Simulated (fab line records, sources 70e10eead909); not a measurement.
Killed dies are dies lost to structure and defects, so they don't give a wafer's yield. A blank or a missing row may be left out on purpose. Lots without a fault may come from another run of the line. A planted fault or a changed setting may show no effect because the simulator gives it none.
Which tool did it? | flow nand_harc | 11 lots, 33 wafers sampled, at 6 steps of a route of 1302

WHAT THE GAUGES READ, wafer by wafer
NHARC_A_CHANNEL_HOLE_D1_INSPECT_40. Usual: raw_defect_count 78, standard deviation 28.
lot  | measured     | on                | raw_defect_count | flag
L616 | day 8 14:07  | defect_inspect-01 | 113 129 102      |
L617 | day 9 06:37  | defect_inspect-02 | 58 54 54         |
L621 | day 11 00:30 | defect_inspect-02 | 346 305 299      | OFF
L622 | day 11 10:05 | defect_inspect-01 | 332 312 301      | OFF
L631 | day 14 20:02 | defect_inspect-02 | 91 119 97        |
L630 | day 15 00:11 | defect_inspect-01 | 98 93 122        |
L633 | day 15 17:49 | defect_inspect-01 | 127 120 117      |
L634 | day 16 08:15 | defect_inspect-01 | 102 122 112      |
L635 | day 16 12:55 | defect_inspect-02 | 107 75 85        |
L637 | day 17 14:27 | defect_inspect-01 | 66 74 81         |
L639 | day 18 14:30 | defect_inspect-01 | 27 27 43         |

NHARC_END_SORT_01. Usual: killed_at_array 53, standard deviation 19; killed_at_other 0.7, standard deviation 1.1; killed_at_periphery 4.2, standard deviation 2.7; killed_dies 58, standard deviation 18; killed_open 3.1, standard deviation 1.9; killed_short 2.5, standard deviation 1.6.
lot  | measured     | on        | killed_at_array | killed_at_other | killed_at_periphery | killed_dies | killed_open | killed_short | flag
L616 | day 23 15:38 | prober-02 | 41 36 59        | 0 0 0           | 4 1 1               | 45 37 60    | 7 1 3       | 3 1 5        |
L617 | day 25 03:16 | prober-01 | 22 27 29        | 0 0 1           | 3 1 1               | 25 28 31    | 5 5 3       | 6 2 2        |
L621 | day 25 21:07 | prober-02 | 103 70 112      | 1 1 2           | 2 7 3               | 106 78 117  | 1 3 5       | 2 2 5        |
L622 | day 26 16:09 | prober-01 | 117 89 72       | 0 0 1           | 8 2 3               | 125 91 76   | 5 1 2       | 3 3 1        |
L631 | day 29 20:06 | prober-01 | 60 76 64        | 2 0 0           | 3 4 7               | 65 80 71    | 3 3 3       | 5 4 4        |
L630 | day 29 19:20 | prober-02 | 43 46 41        | 0 0 1           | 3 3 0               | 46 49 42    | 2 2 3       | 2 2 2        |
L633 | day 30 13:05 | prober-02 | 49 52 62        | 0 1 0           | 7 4 7               | 56 57 69    | 2 3 3       | 2 2 2        |
L634 | day 32 08:54 | prober-01 | 91 93 66        | 0 0 0           | 4 3 8               | 95 96 74    | 3 3 1       | 3 5 0        |
L635 | day 31 22:53 | prober-01 | 60 41 56        | 0 0 0           | 4 1 0               | 64 42 56    | 4 1 1       | 3 2 3        |
L637 | day 32 18:23 | prober-01 | 67 79 80        | 0 0 0           | 4 3 4               | 71 82 84    | 3 3 2       | 4 3 8        |
L639 | day 34 02:05 | prober-02 | 88 54 73        | 1 2 2           | 2 3 1               | 91 59 76    | 3 4 1       | 4 2 6        |

WHICH TOOL RAN EACH LOT (tool, then ch and the chambers of the sampled wafers, then the start)
lot  | NHARC_A_CHANNEL_HOLE_D1_ETCH_39    | NHARC_A_CHANNEL_HOLE_D1_ETCH_21  | NHARC_A_CHANNEL_FILL_D1_ALD_15                 | NHARC_A_CHANNEL_FILL_D1_ALD_16
L616 | rie_diel-06 ch 0,1,3, day 8 07:06  | har_etch-02 ch 0,1, day 8 08:34  | ald_sin_batch-01 ch 0, day 9 03:22 or earlier  | ald_hk-03 ch 2,3, day 9 03:22
L617 | rie_diel-02 ch 2,3, day 8 21:36    | har_etch-01 ch 0,1, day 9 01:19  | ald_sin_batch-02 ch 0, day 9 19:10 or earlier  | ald_hk-04 ch 0,3, day 9 19:10
L621 | rie_diel-02 ch 0,1,2, day 10 17:50 | har_etch-01 ch 0,1, day 10 19:18 | ald_sin_batch-03 ch 0, day 11 12:56 or earlier | ald_hk-04 ch 1,3, day 11 12:56
L622 | rie_diel-02 ch 0,1,3, day 11 02:02 | har_etch-01 ch 0,1, day 11 04:51 | ald_sin_batch-01 ch 0, day 11 22:59 or earlier | ald_hk-03 ch 1,2,3, day 11 22:59
L631 | rie_diel-02 ch 0,1,3, day 14 13:09 | har_etch-02 ch 0,1, day 14 14:47 | ald_sin_batch-03 ch 0, day 15 08:26 or earlier | ald_hk-02 ch 1,3, day 15 08:26
L630 | rie_diel-02 ch 0,2,3, day 14 15:08 | har_etch-02 ch 0, day 14 18:59   | ald_sin_batch-01 ch 0, day 15 12:40 or earlier | ald_hk-02 ch 1,2,3, day 15 12:40
L633 | rie_diel-06 ch 1,3, day 15 11:01   | har_etch-02 ch 0,1, day 15 12:31 | ald_sin_batch-02 ch 0, day 16 06:45 or earlier | ald_hk-04 ch 0,1,2, day 16 06:45
L634 | rie_diel-02 ch 0,3, day 16 01:14   | har_etch-02 ch 0,1, day 16 02:38 | ald_sin_batch-03 ch 0, day 16 20:45 or earlier | ald_hk-02 ch 1,2, day 16 20:45
L635 | rie_diel-02 ch 0,1,3, day 16 06:12 | har_etch-02 ch 0,1, day 16 07:37 | ald_sin_batch-01 ch 0, day 17 01:21 or earlier | ald_hk-03 ch 0,2,3, day 17 01:21
L637 | rie_diel-02 ch 1,2,3, day 17 07:42 | har_etch-01 ch 0,1, day 17 09:06 | ald_sin_batch-02 ch 0, day 18 02:57 or earlier | ald_hk-04 ch 1,2,3, day 18 02:57
L639 | rie_diel-02 ch 1,2, day 18 07:46   | har_etch-02 ch 0,1, day 18 09:21 | ald_sin_batch-02 ch 0, day 19 02:50 or earlier | ald_hk-02 ch 2,3, day 19 02:50
- NHARC_A_CHANNEL_HOLE_D1_ETCH_39: etches the open film in N2/H2, target depth 260 nm, time 325 s.
- NHARC_A_CHANNEL_HOLE_D1_ETCH_21: etches the open film in C4F8/O2/Ar, time 514.3 s, target depth 1600 nm.
- NHARC_A_CHANNEL_FILL_D1_ALD_15: deposits SiNx, target thk 2 nm, pulse time 60 s, ald cycles 19.
- NHARC_A_CHANNEL_FILL_D1_ALD_16: deposits SiO2, target thk 1.5 nm, pulse time 10 s, ald cycles 15.

WHAT THE TOOLS THEMSELVES READ (means of the sampled wafers that have a number; where no wafer has one, the mark that the record gives instead)
NHARC_A_CHANNEL_HOLE_D1_ETCH_39. Usual: drypump_motor_current_A 5.5 A, standard deviation 0.45; oes_product_au 0.999 a.u., standard deviation 0.0096; rf_vpp_V 430.5 V, standard deviation 1.9; showerhead_plenum_p_Torr 2.04 Torr, standard deviation 0.067; throttle_valve_pct 14.172 %, standard deviation 0.008.
lot  | tool        | drypump_motor_current_A (A) | oes_product_au (a.u.) | rf_vpp_V (V) | showerhead_plenum_p_Torr (Torr) | throttle_valve_pct (%) | flag
L616 | rie_diel-06 | 5.9                         | 0.998                 | 430.5        | 2.07                            | 14.169                 |
L617 | rie_diel-02 | 5.3                         | 0.987                 | 431.0        | 2.04                            | 14.177                 |
L621 | rie_diel-02 | 5.7                         | 1.005                 | 430.5        | 2.06                            | 14.174                 |
L622 | rie_diel-02 | 5.4                         | 1.009                 | 429.8        | 2.04                            | 14.167                 |
L631 | rie_diel-02 | 5.4                         | 1.000                 | 430.0        | 2.04                            | 14.183                 |
L630 | rie_diel-02 | 5.6                         | 0.991                 | 429.9        | 2.03                            | 14.175                 |
L633 | rie_diel-06 | 5.8                         | 0.989                 | 430.4        | 2.03                            | 14.170                 |
L634 | rie_diel-02 | 5.5                         | 0.994                 | 430.7        | 1.99                            | 14.167                 |
L635 | rie_diel-02 | 5.4                         | 0.991                 | 430.0        | 2.04                            | 14.175                 |
L637 | rie_diel-02 | 5.4                         | 0.999                 | 430.6        | 2.07                            | 14.166                 |
L639 | rie_diel-02 | 5.6                         | 1.002                 | 432.5        | 2.10                            | 14.172                 |

NHARC_A_CHANNEL_HOLE_D1_ETCH_21. Usual: drypump_motor_current_A 5.84 A, standard deviation 0.19; showerhead_plenum_p_Torr 3.70 Torr, standard deviation 0.12; throttle_valve_pct 32.155 %, standard deviation 0.0092.
lot  | tool        | drypump_motor_current_A (A) | showerhead_plenum_p_Torr (Torr) | throttle_valve_pct (%) | flag
L616 | har_etch-02 | 5.89                        | 3.52                            | 32.156                 |
L617 | har_etch-01 | 5.95                        | 3.73                            | 32.153                 |
L621 | har_etch-01 | 5.93                        | 3.72                            | 32.149                 |
L622 | har_etch-01 | 5.82                        | 3.72                            | 32.149                 |
L631 | har_etch-02 | 5.77                        | 3.74                            | 32.154                 |
L630 | har_etch-02 | 5.64                        | 3.65                            | 32.153                 |
L633 | har_etch-02 | 5.90                        | 3.83                            | 32.163                 |
L634 | har_etch-02 | 5.76                        | 3.73                            | 32.157                 |
L635 | har_etch-02 | 5.77                        | 3.73                            | 32.151                 |
L637 | har_etch-01 | 5.96                        | 3.67                            | 32.150                 |
L639 | har_etch-02 | 5.76                        | 3.71                            | 32.164                 |

NHARC_A_CHANNEL_FILL_D1_ALD_15. Usual: precursor_pulse_height_rel 0.999, standard deviation 0.02.
lot  | tool             | precursor_pulse_height_rel | flag
L616 | ald_sin_batch-01 | 0.993                      |
L617 | ald_sin_batch-02 | 0.996                      |
L621 | ald_sin_batch-03 | 1.013                      |
L622 | ald_sin_batch-01 | 1.026                      |
L631 | ald_sin_batch-03 | 0.999                      |
L630 | ald_sin_batch-01 | 0.983                      |
L633 | ald_sin_batch-02 | 1.010                      |
L634 | ald_sin_batch-03 | 0.982                      |
L635 | ald_sin_batch-01 | 0.986                      |
L637 | ald_sin_batch-02 | 0.998                      |
L639 | ald_sin_batch-02 | 1.003                      |

NHARC_A_CHANNEL_FILL_D1_ALD_16. Usual: heater_power_outer_w 262 W, standard deviation 33; heater_power_w 456 W, standard deviation 51; precursor_pulse_height_rel 1.000, standard deviation 0.019.
lot  | tool      | heater_power_outer_w (W) | heater_power_w (W) | precursor_pulse_height_rel | flag
L616 | ald_hk-03 | 308                      | 530                | 1.020                      |
L617 | ald_hk-04 | 242                      | 413                | 0.989                      |
L621 | ald_hk-04 | 253                      | 448                | 1.005                      |
L622 | ald_hk-03 | 302                      | 505                | 0.992                      |
L631 | ald_hk-02 | 252                      | 474                | 0.993                      |
L630 | ald_hk-02 | 248                      | 446                | 1.023                      |
L633 | ald_hk-04 | 255                      | 446                | 1.006                      |
L634 | ald_hk-02 | 255                      | 466                | 1.018                      |
L635 | ald_hk-03 | 273                      | 479                | 1.008                      |
L637 | ald_hk-04 | 247                      | 431                | 0.992                      |
L639 | ald_hk-02 | 230                      | 400                | 0.986                      |

THE ANSWER, worked out from the rows above alone
Rule: a lot is off if the mean of its wafers that have a number lies more than 3 standard deviations from the usual mean. A lot without any number at a reading at which 4 lots or more have one is off too. The other lots that the step has rows for count as sound. The gauges are gone through in route order, then the tools' own readings, and for those a lot's mean is taken as printed above. The first step at which some lot is off is used, and at that step the reading that is off furthest; a lot without a number counts as furthest.
Off: L621, L622, at NHARC_A_CHANNEL_HOLE_D1_INSPECT_40 (raw_defect_count).
A tool fits if, at a process step before that reading, it ran every lot that is off, and no sound lot after the first of them. The gauges at NHARC_A_CHANNEL_HOLE_D1_INSPECT_40 are tried like those tools. None of those tried fits.

WHAT THE SIMULATOR HAD PUT IN
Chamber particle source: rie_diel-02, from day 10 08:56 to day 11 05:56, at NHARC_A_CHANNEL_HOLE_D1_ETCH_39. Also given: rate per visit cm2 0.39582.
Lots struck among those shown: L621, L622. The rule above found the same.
